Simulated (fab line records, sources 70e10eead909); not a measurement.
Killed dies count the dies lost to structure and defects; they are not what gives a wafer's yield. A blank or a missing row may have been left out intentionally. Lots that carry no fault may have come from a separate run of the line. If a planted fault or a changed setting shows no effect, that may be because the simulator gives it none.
fab line records	flow nandHarc
record lots=24	wafers=72	lastDay=33
route steps=1302 shown A_STAIRCASE@884 A_SGD_CUT@907 A_SLIT@934 A_CONTACT@999
lots untouched by any fault: they come from a run of this same line in which no faults occurred
startH: hours from the record's opening day to when the first of the lot's shown wafers began	waitH: hours since the lot's step before	" unchanged from the row above	L1.1+2: several wafers, shown together as one row	- value missing, or start not given	* or withheld: withheld	< > ~ a bound
route shown NAME@n: NAME is a module with steps in the file, n the number in the route of the first one	usual: mean/standard deviation of fault-free wafers	same: alike in all rows	chamber/n: place in a boat	sites: readings site by site	_std_site: standard deviation of those values	_edge_site: outer sites' mean less inner sites'	radiusMm: how far each site lies from the wafer's centre	mask NAME#n: copy n	behind: the last tool/chamber to shape the wafer	hold: why the lot was held/for how many hours/how that ended	device: which transistor (n, p or np) failed to switch	end of line: the same wafers' tests at the end of the route	a step with no rows: only its recipe	killed: the dies lost at the first sort to structure and to defects; this is not the yield of the wafer	map: shows each die of a wafer: x if killed, . if not, _ if none is there
set.NAME: setting as actually run; set.NAME@STEP: the setting as run at that earlier step	model.NAME: the simulator's own value behind a step, which no gauge read
the route's steps for a sample of lots (tables are steps, rows are wafers)
services: when a tool's chamber went out of use (startH, in hours from the record's first day, below 0 if earlier), for how many hours, and the reason
## steps
# step NHARC_A_STAIRCASE_STRIP_475
# recipe timeS=20	o2FlowSccm=500	arFlowSccm=0	biasW=0	chemistry=O2
# usual drypumpMotorCurrentA=5.8/0.42	oesProductAu=0.999/0.0091	rfVppV=57.7/0.91	showerheadPlenumPTorr=3.50/0.14	throttleValvePct=17.037/0.0087
lot.wafer	tool	chamber	startH	waitH	drypumpMotorCurrentA	oesProductAu	rfHoursCounterH	rfVppV	showerheadPlenumPTorr	throttleValvePct
L075.1	rieDiel-12	3	-	-	6.1	1.001	59	58.2	3.32	17.036
L075.3	"	0	"	"	6.2	1.016	53	58.0	3.40	17.020
L075.6	"	2	"	"	5.6	1.010	-	58.3	3.55	17.027
L074.3	rieDiel-03	3	-	-	5.9	0.993	47	56.3	3.27	17.043
L074.2	"	0	"	"	6.5	1.002	45	58.4	3.64	17.026
L074.6	"	2	"	"	5.0	1.004	-	56.8	3.53	17.033
L077.3	rieDiel-12	3	-	-	6.1	1.006	4	57.4	3.32	17.054
L077.1	"	1	"	"	6.2	0.998	6	57.4	3.55	17.039
L077.5	"	3	"	"	6.1	1.009	-	56.7	3.32	17.035
L076.3	rieDiel-05	0	465.91	0.2	5.7	1.006	14	57.5	3.49	17.033
L076.6	"	3	"	"	5.8	0.989	-	59.0	3.62	17.039
L076.5	"	0	"	"	5.7	1.000	-	58.4	3.49	17.033
L078.2	rieDiel-03	1	-	-	5.7	1.002	2	58.1	3.57	17.027
L078.1	"	0	"	"	6.5	1.002	1	59.0	3.64	17.046
L078.5	"	2	"	"	5.0	1.010	-	57.0	3.53	17.042
L081.2	rieDiel-05	3	495.30	0.2	5.8	0.992	24	57.9	3.62	17.043
L081.1	"	0	"	"	5.7	1.006	26	57.8	3.48	17.039
L081.6	"	0	"	"	5.7	1.010	-	58.3	3.48	17.037
L080.1	rieDiel-12	0	-	-	6.2	1.001	18	56.0	3.39	17.031
L080.3	"	3	"	"	6.2	0.998	18	55.6	3.31	17.034
L080.5	"	0	"	"	6.2	1.003	-	57.0	3.39	17.031
L079.1	rieDiel-05	2	-	-	5.4	0.993	18	57.6	3.51	17.032
L079.4	"	3	"	"	5.7	0.994	24	58.1	3.62	17.022
L079.3	"	0	"	"	5.7	1.014	26	56.5	3.48	17.027
L082.1	rieDiel-03	2	514.21	0.2	4.9	1.009	15	58.4	3.52	17.036
L082.5	"	3	"	"	5.9	1.009	-	58.9	3.80	17.033
L082.4	"	0	"	"	6.5	1.009	-	58.0	3.63	17.035
L083.4	rieDiel-05	3	-	-	5.7	0.993	35	58.3	3.61	17.036
L083.5	"	3	"	"	5.8	0.979	-	58.7	3.61	17.034
L083.6	"	0	"	"	5.7	1.009	-	57.4	3.47	17.037
L085.2	rieDiel-05	3	547.49	0.3	5.7	0.997	43	56.9	3.61	17.033
L085.1	"	1	"	"	6.2	0.986	47	57.3	3.29	17.038
L085.6	"	3	"	"	5.8	0.988	-	57.0	3.61	17.024
L084.2	rieDiel-05	3	547.56	0.2	5.8	0.986	43	59.1	3.61	17.052
L084.5	"	1	"	"	6.1	0.982	-	58.6	3.29	17.052
L084.4	"	3	"	"	5.7	0.985	-	57.0	3.61	17.038
L086.3	rieDiel-03	3	-	-	5.9	1.006	28	57.9	3.79	17.016
L086.2	"	0	"	"	6.6	1.005	28	57.2	3.62	17.034
L086.4	"	1	"	"	5.7	0.989	24	58.2	3.56	17.032
L087.1	rieDiel-12	0	-	-	6.2	0.995	43	56.3	3.38	17.047
L087.6	"	0	"	"	6.2	0.991	-	56.0	3.38	17.045
L087.5	"	1	"	"	6.2	0.996	-	57.5	3.53	17.041
L088.1	rieDiel-05	2	-	-	5.4	1.003	48	56.1	3.49	17.033
L088.3	"	3	"	"	5.7	0.983	52	58.2	3.60	17.024
L088.5	"	2	"	"	5.4	1.006	-	57.7	3.49	17.047
L089.3	rieDiel-03	0	-	-	6.6	1.012	41	58.7	3.61	17.035
L089.5	"	3	"	"	5.9	1.002	-	57.9	3.78	17.038
L089.6	"	0	"	"	6.5	1.004	-	58.4	3.61	17.034
L090.2	rieDiel-12	3	-	-	6.2	1.002	53	58.6	3.30	17.042
L090.1	"	0	"	"	6.2	0.985	51	57.3	3.37	17.045
L090.6	"	2	"	"	5.6	0.991	-	57.3	3.52	17.036
L091.4	rieDiel-05	0	-	-	5.7	1.006	1	57.2	3.47	17.034
L091.2	"	1	"	"	6.2	0.987	1	56.6	3.29	17.043
L091.5	"	3	"	"	5.7	0.998	-	59.3	3.60	17.045
L093.1	rieDiel-03	1	-	-	5.7	0.993	47	57.5	3.54	17.033
L093.5	"	1	"	"	5.7	1.004	-	58.3	3.54	17.048
L093.6	"	2	"	"	4.9	1.014	-	57.7	3.50	17.047
L092.2	rieDiel-03	0	-	-	6.5	1.010	54	54.9	3.61	17.039
L092.6	"	3	"	"	5.9	0.997	-	58.9	3.78	17.024
L092.5	"	0	"	"	6.6	1.004	-	59.0	3.61	17.037
L094.3	rieDiel-05	3	-	-	5.7	1.008	16	58.3	3.59	17.046
L094.1	"	0	"	"	5.7	1.008	18	57.8	3.46	17.028
L094.6	"	3	"	"	5.8	0.999	-	58.5	3.59	17.033
L095.3	rieDiel-12	3	-	-	6.1	0.974	3	57.4	3.29	17.053
L095.1	"	1	"	"	6.2	0.997	2	56.2	3.51	17.046
L095.2	"	2	"	"	5.6	1.014	2	59.3	3.52	17.042
L097.1	rieDiel-12	2	-	-	5.6	1.013	9	56.5	3.51	17.033
L097.3	"	3	"	"	6.1	0.997	10	57.9	3.29	17.018
L097.2	"	1	"	"	6.2	0.993	9	58.3	3.51	17.021
L096.1	rieDiel-03	3	-	-	5.9	1.002	8	58.0	3.77	17.031
L096.2	"	2	"	"	5.0	1.008	10	57.9	3.49	17.039
L096.6	"	0	"	"	6.6	0.992	-	57.9	3.60	17.036
# step NHARC_A_STAIRCASE_CMP_472
# recipe material=SiO2
# usual motorCurrentA=12.2/1.4
lot.wafer	tool	chamber	startH	waitH	motorCurrentA
L075.3	cmp-03	3	434.96	0.4	12.5
L075.1	"	0	"	"	12.1
L075.6	"	0	"	"	11.7
L074.2	cmp-02	2	435.13	0.2	12.1
L074.3	"	3	"	"	11.3
L074.6	"	1	"	"	12.9
L077.1	cmp-03	0	466.22	0.2	11.6
L077.3	"	3	"	"	12.6
L077.5	"	0	"	"	12.1
L076.3	cmp-01	3	466.35	0.3	10.9
L076.5	"	0	"	"	13.0
L076.6	"	1	"	"	13.0
L078.1	cmp-02	1	475.26	0.2	12.5
L078.2	"	2	"	"	12.6
L078.5	"	1	"	"	12.5
L081.1	cmp-02	3	495.70	0.2	11.0
L081.2	"	1	"	"	12.6
L081.6	"	2	"	"	12.6
L080.3	cmp-03	3	495.98	0.3	12.7
L080.1	"	0	"	"	12.0
L080.5	"	2	"	"	10.3
L079.1	cmp-03	1	497.45	0.2	14.1
L079.3	"	2	"	"	10.5
L079.4	"	0	"	"	12.5
L082.1	cmp-03	2	514.60	0.3	10.4
L082.4	"	3	"	"	13.1
L082.5	"	1	"	"	14.9
L083.4	cmp-03	3	539.10	0.3	13.5
L083.5	"	0	"	"	11.6
L083.6	"	1	"	"	14.2
L085.1	cmp-03	3	547.86	0.2	12.2
L085.2	"	1	"	"	14.7
L085.6	"	0	"	"	11.6
L084.4	cmp-02	2	547.93	0.1	12.5
L084.2	"	3	"	"	10.6
L084.5	"	2	"	"	12.3
L086.3	cmp-03	2	550.89	0.2	10.0
L086.2	"	3	"	"	12.9
L086.4	"	0	"	"	11.8
L087.1	cmp-03	1	581.55	0.3	14.2
L087.6	"	0	"	"	11.7
L087.5	"	1	"	"	14.3
L088.3	cmp-01	2	581.82	0.2	14.0
L088.1	"	3	"	"	11.1
L088.5	"	2	"	"	14.2
L089.3	cmp-02	1	589.38	0.3	12.6
L089.6	"	2	"	"	12.0
L089.5	"	3	"	"	11.6
L090.2	cmp-02	1	592.21	0.2	12.5
L090.1	"	2	"	"	13.0
L090.6	"	0	"	"	10.0
L091.4	cmp-02	2	600.24	0.1	12.5
L091.2	"	3	"	"	11.2
L091.5	"	1	"	"	11.9
L093.1	cmp-03	2	630.42	0.3	10.4
L093.6	"	0	"	"	12.0
L093.5	"	1	"	"	13.9
L092.2	cmp-01	1	630.53	0.3	12.7
L092.5	"	3	"	"	10.7
L092.6	"	0	"	"	13.2
L094.1	cmp-03	0	641.56	0.3	11.6
L094.3	"	1	"	"	14.6
L094.6	"	3	"	"	13.2
L095.2	cmp-03	2	642.70	0.3	10.2
L095.1	"	3	"	"	12.4
L095.3	"	0	"	"	12.3
L097.1	cmp-01	0	669.49	0.2	13.1
L097.2	"	1	"	"	13.1
L097.3	"	2	"	"	13.1
L096.2	cmp-02	1	669.53	0.2	12.4
L096.1	"	0	"	"	9.9
L096.6	"	2	"	"	12.0
# step NHARC_A_SGD_CUT_ETCH_15
# recipe targetDepthA=750	timeS=64.3	ch3fFlowSccm=50	o2FlowSccm=30	arFlowSccm=200	rfW=500	biasW=100	chemistry=CH3F/O2
# usual drypumpMotorCurrentA=5.7/0.35	oesProductAu=0.959/0.018	rfFwdPowerW=495.0/1.8	rfVppV=263.3/1.5	showerheadPlenumPTorr=2.42/0.082	throttleValvePct=20.664/0.0087
lot.wafer	tool	chamber	startH	waitH	drypumpMotorCurrentA	oesProductAu	rfFwdPowerW	rfHoursCounterH	rfVppV	showerheadPlenumPTorr	throttleValvePct
L075.3	rieDiel-01	2	-	-	5.5	0.991	493.5	2.2	265.4	2.52	20.654
L075.1	"	0	"	"	5.9	0.962	494.3	2.8	262.5	2.35	20.672
L075.6	"	2	"	"	5.4	0.987	491.8	-	264.4	2.52	20.670
L074.2	rieDiel-02	0	-	-	6.1	0.982	494.5	2.1	263.2	2.43	20.663
L074.3	"	2	"	"	5.2	0.959	495.9	1.8	263.3	2.44	20.664
L074.6	"	0	"	"	6.1	0.971	493.8	-	263.0	2.43	20.652
L077.1	rieDiel-08	0	-	-	5.2	0.976	494.5	8.8	266.9	2.60	20.657
L077.3	"	2	"	"	5.4	0.978	494.7	7.6	265.0	2.50	20.688
L077.5	"	3	"	"	5.7	0.982	498.8	-	261.4	2.30	20.666
L076.3	rieDiel-01	3	-	-	5.8	0.960	495.7	4.5	263.2	2.47	20.666
L076.5	"	0	"	"	5.9	0.938	492.9	-	262.7	2.35	20.684
L076.6	"	1	"	"	5.2	0.930	494.3	-	262.0	2.33	20.672
L078.1	rieDiel-08	1	-	-	6.2	0.935	497.7	9.5	260.7	2.30	20.666
L078.2	"	3	"	"	5.7	0.926	496.0	8.8	260.9	2.30	20.658
L078.5	"	0	"	"	5.2	0.934	497.1	-	265.6	2.60	20.654
L081.1	rieDiel-08	0	-	-	5.2	0.959	493.0	10.9	265.6	2.60	20.649
L081.2	"	1	"	"	6.2	0.976	497.6	10.7	259.9	2.29	20.676
L081.6	"	3	"	"	5.7	0.958	496.0	-	262.1	2.29	20.658
L080.1	rieDiel-01	0	-	-	5.9	0.973	492.1	5.4	262.0	2.35	20.662
L080.3	"	1	"	"	5.2	0.970	495.6	5.6	261.4	2.33	20.660
L080.5	"	3	"	"	5.8	0.946	496.3	-	263.0	2.47	20.654
L079.1	rieDiel-02	3	-	-	6.1	0.970	493.0	5.9	262.7	2.31	20.659
L079.3	"	0	"	"	6.1	0.969	497.4	6.4	262.8	2.43	20.660
L079.4	"	2	"	"	5.2	0.975	494.6	4.9	263.5	2.44	20.667
L082.1	rieDiel-02	2	-	-	5.2	0.965	493.9	5.4	263.0	2.44	20.659
L082.4	"	0	"	"	6.1	0.969	497.6	6.8	263.2	2.43	20.665
L082.5	"	3	"	"	6.1	0.958	494.4	-	261.3	2.31	20.672
L083.4	rieDiel-01	0	-	-	5.9	0.921	491.3	7.1	263.2	2.35	20.669
L083.6	"	2	"	"	5.5	0.923	496.1	-	266.0	2.51	20.645
L083.5	"	3	"	"	5.8	0.936	499.2	-	263.0	2.47	20.668
L084.2	rieDiel-01	0	-	-	5.9	0.966	492.2	8.0	263.2	2.35	20.665
L084.4	"	1	"	"	5.1	0.962	494.6	8.3	261.7	2.32	20.664
L084.5	"	2	"	"	5.4	0.982	495.3	-	264.5	2.51	20.668
L085.2	rieDiel-02	1	-	-	5.8	0.922	493.4	6.3	263.0	2.48	20.668
L085.1	"	0	"	"	6.1	0.934	495.7	7.9	262.2	2.43	20.672
L085.6	"	2	"	"	5.2	0.930	492.8	-	263.5	2.44	20.667
L086.3	rieDiel-02	2	-	-	5.2	0.950	494.7	6.8	265.0	2.44	20.675
L086.4	"	0	"	"	6.1	0.965	494.1	8.2	262.2	2.43	20.678
L086.2	"	1	"	"	5.8	0.936	493.1	6.7	264.8	2.48	20.664
L087.1	rieDiel-02	1	-	-	5.8	0.945	493.0	0.2	263.7	2.48	20.673
L087.6	"	3	"	"	6.1	0.983	494.7	-	261.6	2.31	20.668
L087.5	"	0	"	"	6.1	0.958	496.6	-	261.9	2.43	20.657
L088.1	rieDiel-01	2	-	-	5.5	0.965	497.2	1.3	264.9	2.51	20.677
L088.3	"	3	"	"	5.8	0.963	497.5	1.3	264.3	2.47	20.647
L088.5	"	2	"	"	5.5	0.975	495.0	-	264.8	2.51	20.661
L089.3	rieDiel-02	1	-	-	5.8	0.971	493.5	0.7	264.7	2.48	20.658
L089.5	"	1	"	"	5.8	0.966	492.8	-	263.3	2.48	20.675
L089.6	"	2	"	"	5.2	0.990	496.3	-	264.3	2.44	20.659
L090.2	rieDiel-02	1	-	-	5.8	0.974	494.5	1.0	264.6	2.48	20.661
L090.1	"	0	"	"	6.1	0.974	494.4	1.0	265.4	2.42	20.673
L090.6	"	1	"	"	5.8	0.979	492.9	-	264.2	2.48	20.678
L091.4	rieDiel-01	0	-	-	5.9	0.977	491.3	1.3	262.3	2.35	20.665
L091.2	"	1	"	"	5.1	0.954	495.8	2.6	262.1	2.32	20.654
L091.5	"	3	"	"	5.8	0.973	497.5	-	265.0	2.47	20.666
L092.2	rieDiel-01	1	-	-	5.2	0.957	494.6	4.6	262.1	2.32	20.668
L092.6	"	3	"	"	5.8	0.986	496.8	-	263.9	2.47	20.657
L092.5	"	0	"	"	5.9	0.979	493.4	-	262.4	2.35	20.665
L093.1	rieDiel-02	0	-	-	6.1	0.911	497.3	2.1	263.7	2.42	20.659
L093.5	"	1	"	"	5.8	0.945	494.7	-	265.4	2.48	20.668
L093.6	"	2	"	"	5.2	0.953	495.9	-	263.9	2.44	20.666
L094.1	rieDiel-02	3	-	-	6.1	0.968	496.2	3.0	261.6	2.31	20.657
L094.3	"	0	"	"	6.1	0.981	497.4	2.9	263.6	2.42	20.649
L094.6	"	2	"	"	5.2	0.973	494.0	-	262.4	2.44	20.672
L095.3	rieDiel-01	2	-	-	5.5	0.942	492.9	6.1	264.1	2.51	20.669
L095.1	"	0	"	"	5.9	0.962	492.8	3.9	262.1	2.35	20.653
L095.2	"	1	"	"	5.1	0.946	492.6	5.2	259.4	2.32	20.651
L097.3	rieDiel-01	1	-	-	5.2	0.960	494.3	6.7	260.9	2.32	20.661
L097.2	"	2	"	"	5.5	0.972	492.6	7.9	265.3	2.51	20.669
L097.1	"	3	"	"	5.8	0.956	497.9	8.2	265.0	2.47	20.662
L096.1	rieDiel-02	1	-	-	5.8	0.964	495.0	5.2	264.7	2.48	20.664
L096.2	"	3	"	"	6.1	0.969	494.0	4.8	259.9	2.31	20.655
L096.6	"	3	"	"	6.1	0.970	496.9	-	261.1	2.31	20.662
# step NHARC_A_SGD_CUT_CMP_21
# recipe targetThkNm=148.19
# usual motorCurrentA=12.5/1.2	timeToEndpointS=49/3.3
lot.wafer	tool	chamber	startH	waitH	motorCurrentA	timeToEndpointS
L075.1	cmp-03	3	442.02	0.4	12.3	50
L075.3	"	2	"	"	10.4	50
L075.6	"	0	"	"	12.3	54
L074.2	cmp-01	0	442.04	0.4	13.5	48
L074.3	"	1	"	"	12.7	49
L074.6	"	3	"	"	11.2	47
L077.3	cmp-03	1	473.55	0.4	15.6	48
L077.1	"	3	"	"	13.0	49
L077.5	"	1	"	"	15.8	52
L076.3	cmp-01	3	473.60	0.4	11.2	47
L076.5	"	1	"	"	11.7	49
L076.6	"	2	"	"	13.4	48
L078.2	cmp-03	2	483.87	0.4	10.7	50
L078.1	"	0	"	"	11.4	52
L078.5	"	3	"	"	12.8	51
L081.1	cmp-01	2	502.75	0.4	13.4	50
L081.2	"	3	"	"	10.9	52
L081.6	"	2	"	"	14.0	50
L079.4	cmp-04	1	502.78	0.4	13.3	51
L079.1	"	3	"	"	13.0	51
L079.3	"	0	"	"	11.6	56
L080.1	cmp-03	3	502.78	0.4	13.3	49
L080.3	"	0	"	"	11.9	52
L080.5	"	2	"	"	10.6	46
L082.4	cmp-03	1	521.65	0.4	15.1	56
L082.1	"	3	"	"	11.9	51
L082.5	"	2	"	"	11.0	51
L083.4	cmp-03	3	546.35	0.4	12.8	51
L083.6	"	3	"	"	12.6	50
L083.5	"	0	"	"	12.1	52
L084.4	cmp-04	1	555.09	0.4	13.0	41
L084.2	"	2	"	"	12.2	44
L084.5	"	2	"	"	11.7	44
L085.1	cmp-01	1	555.12	0.4	12.5	48
L085.2	"	2	"	"	13.3	44
L085.6	"	1	"	"	12.9	49
L086.4	cmp-04	2	555.24	0.5	11.5	46
L086.3	"	3	"	"	13.0	47
L086.2	"	0	"	"	11.7	51
L088.3	cmp-04	3	589.56	0.4	13.2	47
L088.1	"	0	"	"	12.3	49
L088.5	"	0	"	"	11.7	50
L087.1	cmp-03	0	589.61	0.4	12.2	54
L087.6	"	2	"	"	10.0	48
L087.5	"	3	"	"	12.7	51
L090.2	cmp-01	2	596.80	0.4	13.7	45
L090.1	"	1	"	"	12.9	47
L090.6	"	3	"	"	11.2	48
L089.3	cmp-04	0	596.82	0.4	12.0	46
L089.5	"	3	"	"	13.2	47
L089.6	"	0	"	"	11.6	45
L091.2	cmp-03	1	607.43	0.4	14.4	47
L091.4	"	2	"	"	10.6	45
L091.5	"	2	"	"	11.1	46
L092.2	cmp-04	2	640.19	0.4	11.4	45
L092.6	"	2	"	"	11.9	46
L092.5	"	3	"	"	12.6	46
L093.1	cmp-03	1	640.27	0.4	14.7	49
L093.6	"	2	"	"	10.6	45
L093.5	"	3	"	"	12.4	47
L095.2	cmp-01	3	648.61	0.4	11.2	50
L095.1	"	0	"	"	13.1	50
L095.3	"	1	"	"	13.0	52
L094.3	cmp-04	3	648.64	0.4	12.6	46
L094.1	"	1	"	"	12.4	43
L094.6	"	2	"	"	11.2	46
L097.3	cmp-04	0	676.71	0.4	12.0	50
L097.2	"	1	"	"	12.5	42
L097.1	"	2	"	"	11.8	51
L096.2	cmp-04	2	676.84	0.5	12.2	50
L096.1	"	3	"	"	13.4	48
L096.6	"	3	"	"	12.6	48
# step NHARC_A_SLIT_OVL_MEAS_10
# usual overlayXNm=-0.1/0.91	overlayYNm=0.3/0.81
lot.wafer	tool	chamber	startH	waitH	overlayXNm	overlayYNm
L074.2	overlay-02	-	448.39	-	-1.1	0.4
L074.3	"	-	"	"	-0.5	0.3
L074.6	"	-	"	"	-0.4	0.8
L075.1	overlay-01	-	448.56	-	1.0	2.1
L075.3	"	-	"	"	0.8	2.7
L075.6	"	-	"	"	0.8	1.5
L076.3	overlay-01	-	479.21	-	-1.0	0.9
L076.5	"	-	"	"	-0.6	1.3
L076.6	"	-	"	"	-1.1	0.6
L077.1	overlay-01	-	480.23	-	0.0	0.2
L077.3	"	-	"	"	0.3	0.1
L077.5	"	-	"	"	-0.3	0.0
L078.1	overlay-01	-	494.63	-	0.0	0.1
L078.2	"	-	"	"	-0.2	0.5
L078.5	"	-	"	"	-0.1	-0.1
L081.1	overlay-01	-	509.86	-	0.0	0.8
L081.2	"	-	"	"	-0.3	1.0
L081.6	"	-	"	"	-0.7	0.6
L080.1	overlay-02	-	510.31	-	-1.0	0.9
L080.3	"	-	"	"	-0.9	1.0
L080.5	"	-	"	"	-1.3	1.1
L079.1	overlay-02	-	512.14	-	0.5	2.0
L079.3	"	-	"	"	0.1	1.3
L079.4	"	-	"	"	0.5	1.9
L082.1	overlay-01	-	527.19	-	0.7	-0.9
L082.4	"	-	"	"	0.0	-0.6
L082.5	"	-	"	"	-0.2	-1.2
L083.4	overlay-02	-	552.07	-	0.6	-0.9
L083.5	"	-	"	"	0.9	-0.9
L083.6	"	-	"	"	0.5	-0.6
L084.2	overlay-02	-	561.05	-	1.4	-0.8
L084.4	"	-	"	"	1.3	-0.9
L084.5	"	-	"	"	1.3	-0.8
L085.1	overlay-02	-	564.54	-	0.3	-0.1
L085.2	"	-	"	"	0.7	0.2
L085.6	"	-	"	"	0.5	0.6
L086.2	overlay-01	-	565.09	-	-0.1	0.0
L086.3	"	-	"	"	0.2	-0.1
L086.4	"	-	"	"	-0.5	0.4
L087.1	overlay-02	-	595.06	-	0.3	1.2
L087.5	"	-	"	"	0.5	1.1
L087.6	"	-	"	"	0.5	1.5
L088.1	overlay-02	-	595.37	-	-1.9	0.1
L088.3	"	-	"	"	-1.7	-0.2
L088.5	"	-	"	"	-1.6	-0.4
L090.1	overlay-02	-	603.94	-	-2.4	-0.6
L090.2	"	-	"	"	-2.3	-0.5
L090.6	"	-	"	"	-2.4	-0.6
L089.3	overlay-02	-	607.29	-	-0.2	0.7
L089.5	"	-	"	"	0.1	1.1
L089.6	"	-	"	"	-0.1	1.5
L091.2	overlay-01	-	615.05	-	-1.5	0.3
L091.4	"	-	"	"	-1.1	0.3
L091.5	"	-	"	"	-1.5	0.1
L092.2	overlay-02	-	648.13	-	-0.8	0.6
L092.5	"	-	"	"	-0.2	0.3
L092.6	"	-	"	"	-0.7	0.1
L093.1	overlay-02	-	649.59	-	0.5	0.7
L093.5	"	-	"	"	0.4	0.6
L093.6	"	-	"	"	0.9	0.8
L094.1	overlay-01	-	657.89	-	-0.3	0.7
L094.3	"	-	"	"	0.0	-0.1
L094.6	"	-	"	"	-0.4	-0.1
L095.1	overlay-02	-	657.92	-	1.2	0.5
L095.2	"	-	"	"	0.8	0.0
L095.3	"	-	"	"	0.8	-0.3
L097.1	overlay-01	-	682.23	-	0.4	-0.5
L097.2	"	-	"	"	0.3	-0.8
L097.3	"	-	"	"	0.2	-0.5
L096.1	overlay-02	-	682.53	-	-0.3	-0.4
L096.2	"	-	"	"	0.1	-0.4
L096.6	"	-	"	"	-0.3	-0.2
# step NHARC_A_CONTACT_INSPECT_44
# usual rawDefectCount=86/34
lot.wafer	tool	chamber	startH	waitH	rawDefectCount
L074.2	defectInspect-02	-	494.78	0.0	97
L074.3	"	-	"	"	103
L074.6	"	-	"	"	98
L075.1	defectInspect-01	-	499.46	0.0	58
L075.3	"	-	"	"	40
L075.6	"	-	"	"	41
L077.1	defectInspect-01	-	517.64	0.0	44
L077.3	"	-	"	"	55
L077.5	"	-	"	"	52
L076.3	defectInspect-01	-	518.32	0.0	69
L076.5	"	-	"	"	73
L076.6	"	-	"	"	80
L078.1	defectInspect-01	-	533.84	0.0	111
L078.2	"	-	"	"	104
L078.5	"	-	"	"	125
L080.1	defectInspect-01	-	549.91	0.0	90
L080.3	"	-	"	"	96
L080.5	"	-	"	"	103
L081.1	defectInspect-02	-	550.30	0.0	77
L081.2	"	-	"	"	61
L081.6	"	-	"	"	64
L079.1	defectInspect-01	-	558.06	0.0	25
L079.3	"	-	"	"	34
L079.4	"	-	"	"	26
L082.1	defectInspect-02	-	570.82	0.0	76
L082.4	"	-	"	"	81
L082.5	"	-	"	"	77
L083.4	defectInspect-01	-	588.72	0.0	118
L083.5	"	-	"	"	143
L083.6	"	-	"	"	119
L084.2	defectInspect-02	-	600.35	0.0	122
L084.4	"	-	"	"	121
L084.5	"	-	"	"	117
L086.2	defectInspect-01	-	603.42	0.0	89
L086.3	"	-	"	"	104
L086.4	"	-	"	"	74
L085.1	defectInspect-01	-	604.48	0.0	105
L085.2	"	-	"	"	85
L085.6	"	-	"	"	67
L088.1	defectInspect-01	-	632.27	0.0	117
L088.3	"	-	"	"	101
L088.5	"	-	"	"	100
L087.1	defectInspect-02	-	632.43	0.0	51
L087.5	"	-	"	"	46
L087.6	"	-	"	"	55
L089.3	defectInspect-01	-	643.30	0.0	19
L089.5	"	-	"	"	27
L089.6	"	-	"	"	14
L090.1	defectInspect-01	-	644.15	0.0	143
L090.2	"	-	"	"	142
L090.6	"	-	"	"	126
L091.2	defectInspect-01	-	654.26	0.0	144
L091.4	"	-	"	"	136
L091.5	"	-	"	"	138
L092.2	defectInspect-01	-	687.77	0.0	109
L092.5	"	-	"	"	112
L092.6	"	-	"	"	98
L093.1	defectInspect-02	-	691.40	0.0	112
L093.5	"	-	"	"	120
L093.6	"	-	"	"	93
L095.1	defectInspect-01	-	700.97	0.0	86
L095.2	"	-	"	"	75
L095.3	"	-	"	"	77
L094.1	defectInspect-01	-	701.20	0.0	90
L094.3	"	-	"	"	83
L094.6	"	-	"	"	79
L096.1	defectInspect-02	-	719.79	0.0	61
L096.2	"	-	"	"	62
L096.6	"	-	"	"	68
L097.1	defectInspect-02	-	720.11	0.0	63
L097.2	"	-	"	"	61
L097.3	"	-	"	"	59
## services
tool	chamber	startH	hours	kind
cmp-01	-	433.30	2.4	repair
cmp-03	-	456.02	4.0	pm
rieDiel-02	1	461.11	4.4	repair
cmp-01	-	479.63	4.0	pm
rieDiel-02	-	481.79	0.2	repair
cmp-01	-	485.35	1.5	repair
rieDiel-01	-	485.46	0.2	repair
cmp-03	-	498.63	0.7	repair
cmp-01	-	510.96	1.4	repair
cmp-01	-	516.95	2.6	repair
cmp-03	-	554.02	4.0	pm
rieDiel-01	-	557.80	9.0	pm
cmp-03	-	563.92	0.6	repair
rieDiel-01	0	568.42	15.4	repair
rieDiel-02	-	570.70	9.0	pm
rieDiel-02	-	586.51	1.9	repair
rieDiel-02	0	616.43	16.0	repair
rieDiel-02	1	626.41	2.0	repair
cmp-03	-	626.84	3.0	repair
rieDiel-02	3	628.43	9.5	repair
cmp-03	-	652.02	4.0	pm
cmp-03	-	668.96	1.1	repair
rieDiel-02	2	669.11	2.5	repair
cmp-03	-	675.60	1.8	repair
## key
fault none
